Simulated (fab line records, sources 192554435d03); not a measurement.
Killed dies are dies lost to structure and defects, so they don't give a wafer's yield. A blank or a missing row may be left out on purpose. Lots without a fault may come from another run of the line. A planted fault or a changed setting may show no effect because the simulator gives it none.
Which tool did it? | flow n5_finfet | 11 lots, 33 wafers sampled, at 4 steps of a route of 1938

WHAT THE GAUGES READ, wafer by wafer
N5_BEOL_M4_RC_MEAS_101.
lot  | measured     | on        | DIBL_N (mV/V)
L589 | day 9 19:06  | prober-01 | 34.4 32.8 34.7
L591 | day 11 09:54 | prober-01 | 35.8 35.7 37.3
L593 | day 11 18:32 | prober-01 | 36.0 36.1 35.8
L597 | day 12 11:48 | prober-02 | 36.0 35.0 35.2
L607 | day 13 08:01 | prober-02 | 38.0 38.5 37.6
L608 | day 14 15:31 | prober-01 | 36.7 37.5 36.4
L610 | day 16 13:35 | prober-01 | 34.7 35.3 35.4
L612 | day 15 11:43 | prober-01 | 35.7 34.8 34.3

WHICH TOOL RAN EACH LOT (tool, then ch and the chambers of the sampled wafers, then the start)
lot  | N5_SDB_ALD_29                    | N5_SDB_CMP_30                | N5_DUMMY_REMOVAL_STRIP_10
L589 | ald_sin-03 ch 1,2,3, day 3 19:25 | cmp-02 ch 0,1,3, day 3 22:09 | rie_diel-03 ch 0,2,3, day 3 22:32
L591 | ald_sin-03 ch 0,3, day 4 05:53   | cmp-03 ch 0,2, day 4 08:37   | rie_diel-06 ch 0,1,2, day 4 09:01
L593 | ald_sin-01 ch 1,2,3, day 4 19:20 | cmp-03 ch 1,2,3, day 4 22:07 | rie_diel-03 ch 1,2,3, day 4 22:28
L597 | ald_sin-01 ch 0,1,2, day 5 18:22 | cmp-04 ch 1,2,3, day 5 21:13 | rie_diel-01 ch 0,1,3, day 5 21:30
L604 | ald_sin-01 ch 0,2, day 8 00:46   | cmp-04 ch 0,1,2, day 8 03:33 | rie_diel-01 ch 0,1,2, day 8 03:54
L605 | ald_sin-04 ch 0,1,3, day 8 01:43 | cmp-03 ch 0,1,3, day 8 04:31 | rie_diel-03 ch 1,2,3, day 8 04:51
L606 | ald_sin-01 ch 1,2,3, day 8 13:26 | cmp-04 ch 0,2,3, day 8 16:10 | rie_diel-01 ch 1,2,3, day 8 16:41
L607 | ald_sin-01 ch 1,3, day 8 16:13   | cmp-04 ch 0,1,2, day 8 18:59 | rie_diel-01 ch 0,1,3, day 8 19:20
L608 | ald_sin-04 ch 1,2,3, day 9 03:27 | cmp-03 ch 0,3, day 9 06:16   | rie_diel-03 ch 0,2,3, day 9 06:40
L610 | ald_sin-04 ch 0,1,3, day 9 11:26 | cmp-04 ch 0,3, day 9 14:13   | rie_diel-01 ch 0,2, day 9 14:37
L612 | ald_sin-04 ch 0,1, day 9 14:53   | cmp-02 ch 0,1,2, day 9 17:40 | rie_diel-03 ch 2,3, day 9 18:01
- N5_SDB_ALD_29: deposits SiNx, target thk 30 nm, pulse time 1 s, ald cycles 600.
- N5_SDB_CMP_30: polishes, stops on poly-Si, t overpolish 1.54 s, target thk 30 nm.
- N5_DUMMY_REMOVAL_STRIP_10: strips in N2/H2, time 40 s.

THE ANSWER, worked out from the rows above alone
Rule: what is usual is taken from the lots themselves. Put in order of their means at a reading, lots are off if they are a third of the lots or fewer, leave a main group of 4 or more, and stand apart from it by a gap of 3 or more times the standard deviation of the main group's means; of several such gaps the widest counts. A main group whose means are all the same, to the digits that the tables above print for the reading, isn't used. A lot without any number at a reading at which 4 lots or more have one is off too. The other lots that the step has rows for count as sound.
No lot is off at any reading shown: from this, nothing can be told.

WHAT THE SIMULATOR HAD PUT IN
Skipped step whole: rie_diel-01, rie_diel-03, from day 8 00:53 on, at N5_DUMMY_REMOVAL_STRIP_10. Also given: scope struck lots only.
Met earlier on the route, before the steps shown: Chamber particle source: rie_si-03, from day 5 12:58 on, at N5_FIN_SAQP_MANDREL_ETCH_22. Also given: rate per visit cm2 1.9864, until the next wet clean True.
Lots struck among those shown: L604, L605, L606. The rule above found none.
